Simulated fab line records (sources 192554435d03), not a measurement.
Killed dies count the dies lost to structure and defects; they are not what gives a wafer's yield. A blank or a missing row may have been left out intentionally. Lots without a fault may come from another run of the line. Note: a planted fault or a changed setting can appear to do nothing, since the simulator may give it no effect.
Chamber matching | flow n5Finfet | 4 sister chambers for N5_FIN_SAQP_SPACER1_ALD_24 on aldSin-04
The step deposits SiO2, target thk 20.3 nm, pulse time 1 s, purge time 2 s. 20 wafers are shown with their chamber, then 10 later ones without.

== WAFERS WITH THEIR CHAMBER ==
wafer  | chamber | heaterPowerW (W) | precursorPulseHeightRel
L078.3 | 0       | 458              | 1.035
L078.4 | 1       | 478              | 0.975
L078.5 | 3       | 535              | 1.030
L079.1 | 1       | 476              | 1.015
L079.3 | 3       | 551              | 0.983
L079.4 | 2       | 566              | 1.003
L080.2 | 3       | 570              | 0.985
L080.5 | 0       | 455              | 0.997
L080.6 | 1       | 488              | 0.990
L084.1 | 2       | 564              | 1.001
L084.5 | 1       | 487              | 1.004
L084.6 | 0       | 464              | 1.017
L086.1 | 0       | 464              | 1.018
L086.3 | 1       | 484              | 0.979
L086.5 | 0       | 451              | 1.024
L087.1 | 0       | 451              | 0.991
L087.5 | 2       | 573              | 1.007
L087.6 | 1       | 483              | 1.003
L091.3 | 0       | 455              | 1.017
L091.4 | 1       | 489              | 1.004

SIGNATURES, as means of the wafers listed above
reading                 | chamber 0 | chamber 1 | chamber 2 | chamber 3 | scatter within a chamber
heaterPowerW            | 456.86    | 483.57    | 567.67    | 552.00    | 7.86
precursorPulseHeightRel | 1.01414   | 0.99571   | 1.00367   | 0.99933   | 0.0161
Rule: for a wafer and a chamber, the distance is found by dividing, reading by reading, the gap between the wafer's reading and the chamber's mean by the reading's scatter, squaring, summing and taking the root. If the next closest chamber is less than 2 further off than the closest, the wafer can't be placed; otherwise it belongs to the closest. How the scatter is found: for the shown wafers, subtract from each reading the mean of its chamber, square and add these, divide the total by (wafers less chambers), then take the root.

== WAFERS WITH NO CHAMBER GIVEN ==
wafer  | heaterPowerW (W) | precursorPulseHeightRel
L091.5 | 536              | 0.978
L092.2 | 561              | 1.043
L092.4 | 453              | 1.010
L092.5 | 553              | 1.008
L093.3 | 478              | 0.996
L093.5 | 552              | 0.989
L093.6 | 454              | 0.970
L094.2 | 562              | 1.037
L094.3 | 471              | 0.979
L094.5 | 440              | 1.015

== THE CHAMBER EACH PASSED THROUGH ==
wafer  | from the rows above     | in truth
L091.5 | can't be placed: 3 or 2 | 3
L092.2 | can't be placed: 2 or 3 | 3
L092.4 | 0                       | 0
L092.5 | can't be placed: 3 or 2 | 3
L093.3 | 1                       | 1
L093.5 | can't be placed: 3 or 2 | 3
L093.6 | can't be placed: 0 or 1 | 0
L094.2 | can't be placed: 2 or 3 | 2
L094.3 | can't be placed: 1 or 0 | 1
L094.5 | 0                       | 0
Correctly placed: 3 of 10. Can't be placed from these rows: 7 (the true chamber is among the candidates in 7). Placed wrongly: 0.
